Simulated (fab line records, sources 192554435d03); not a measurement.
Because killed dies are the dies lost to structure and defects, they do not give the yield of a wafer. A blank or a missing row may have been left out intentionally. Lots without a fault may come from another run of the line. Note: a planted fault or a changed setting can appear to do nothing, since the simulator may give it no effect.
Struck lot and sound lot, side by side || flow n5 finfet || 15 out of 1938 route steps
Sound: these wafers, L161.3, L161.5, L161.6. Struck: wafer L163.4 (left out: L163.2, L163.3 of the same lot, which were not struck); the cause appears at the end.
Order at every step that has rows: each side's tool, ch and its chambers, its first start. Under that, the readings that differ: sound wafers || struck wafers || difference of the means || sigmas: that difference in standard deviations of wafers without a fault.
alike: readings whose means differ by less than 2 such deviations, and words and numbers that are the same on both sides. not compared: withheld readings, readings that some wafer has no value for, bounds like >300 that may hide the same value, and numbers for which the record gives no deviation and whose values overlap.
The two part at a step that has a row with sigmas, a row that says differs or no value, or rows on one side only. Non-overlapping numbers with no deviation appear without sigmas and do not part them. A reading missing from all wafers of one side parts the sides only when that side holds two or more wafers.

first, 7 steps without rows for these wafers: N5_BEOL_M12_COAT_22 (resist thk 300 nm); N5_BEOL_M12_EBR_24; N5_BEOL_M12_SOFTBAKE_23 (time 60 s); N5_BEOL_M12_EXPOSE_25 (exposes mask M12); N5_BEOL_M12_PEB_26 (peb time 90 s); N5_BEOL_M12_DEVELOP_27 (develop time 45 s); N5_BEOL_M12_HARDBAKE_32 (time 120 s).
N5_BEOL_M12_CD_MEAS_28: the cd target is 160.2 nm.
  sound on cd sem-02 ch 0, day 13 22:35; struck on cd sem-03 ch 0, day 16 09:43
  alike: cd nm
N5_BEOL_M12_OVL_MEAS_29:
  sound on overlay-01 ch 0, day 13 22:37; struck on overlay-02 ch 0, day 16 09:44
  alike: M12_OVL
N5_BEOL_M12_INSPECT_30: inspects for defects (macro).
  sound on defect inspect-02 at day 13 22:38; struck on defect inspect-01 at day 16 09:46
  alike: raw defect count
N5_BEOL_M12_DESCUM_33: chemistry O2, time 7.9 s.
  sound on rie diel-02 ch 2,3, day 13 22:50; struck on rie diel-03 ch 0, day 16 09:52
{"reading": "drypump motor current A (A)", "sound": "6.8 6.8 6.5", "struck": 5.0, "difference": -1.7, "sigmas": -3}
{"reading": "rf vpp V (V)", "sound": "246.3 245.7 240.7", "struck": 240.8, "difference": -3.4, "sigmas": -2}
{"reading": "throttle valve pct (%)", "sound": "20.75 20.74 20.53", "struck": 20.01, "difference": -0.66, "sigmas": -2}
  alike: bias power w, oes product au, showerhead plenum p Torr
  not compared: rf hours counter h
N5_BEOL_M12_ETCH_67: etches SiARC in CF4, target depth 143 nm, time 238.3 s.
  sound on rie diel-02 ch 2,3, day 13 22:52; struck on rie diel-03 ch 0, day 16 09:53
{"reading": "drypump motor current A (A)", "sound": "6.8 6.8 6.5", "struck": 5.0, "difference": -1.7, "sigmas": -3}
{"reading": "throttle valve pct (%)", "sound": "15.70 15.71 15.58", "struck": 15.07, "difference": -0.59, "sigmas": -2}
  alike: etch rf on time s, oes product au, rf vpp V, showerhead plenum p Torr
  not compared: rf hours counter h
N5_BEOL_M12_ETCH_68: etches SOC in N2/H2, time 285 s.
  sound on rie diel-02 ch 2,3, day 13 23:01; struck on rie diel-03 ch 0, day 16 10:02
{"reading": "drypump motor current A (A)", "sound": "6.8 6.8 6.5", "struck": 5.0, "difference": -1.7, "sigmas": -3}
{"reading": "run length s (s)", "sound": "307.8 307.6 308.8", "struck": 226.3, "difference": -81.8, "sigmas": "-99 or more"}
{"reading": "throttle valve pct (%)", "sound": "18.04 18.03 17.87", "struck": 17.32, "difference": -0.66, "sigmas": -2}
{"reading": "model.SiARC_of_BEOL_M12_COAT_66.thk nm (nm)", "sound": "85.6 85.6 85.4", "struck": 92.6, "difference": "+7.1", "sigmas": ""}
  alike: oes product au, rf vpp V, showerhead plenum p Torr
  not compared: rf hours counter h
then, 1 step without rows for these wafers: N5_BEOL_M12_STRIP_69 (strips in N2/H2).
N5_PASSIVATION_PROBE_49:
  sound wafers here have rows in the record (prober-02, day 15 14:44); struck ones have none

WHERE THEY PART
At N5_BEOL_M12_DESCUM_33 first; at N5_PASSIVATION_PROBE_49 last (within this record only).

WHY: what the simulator had put in
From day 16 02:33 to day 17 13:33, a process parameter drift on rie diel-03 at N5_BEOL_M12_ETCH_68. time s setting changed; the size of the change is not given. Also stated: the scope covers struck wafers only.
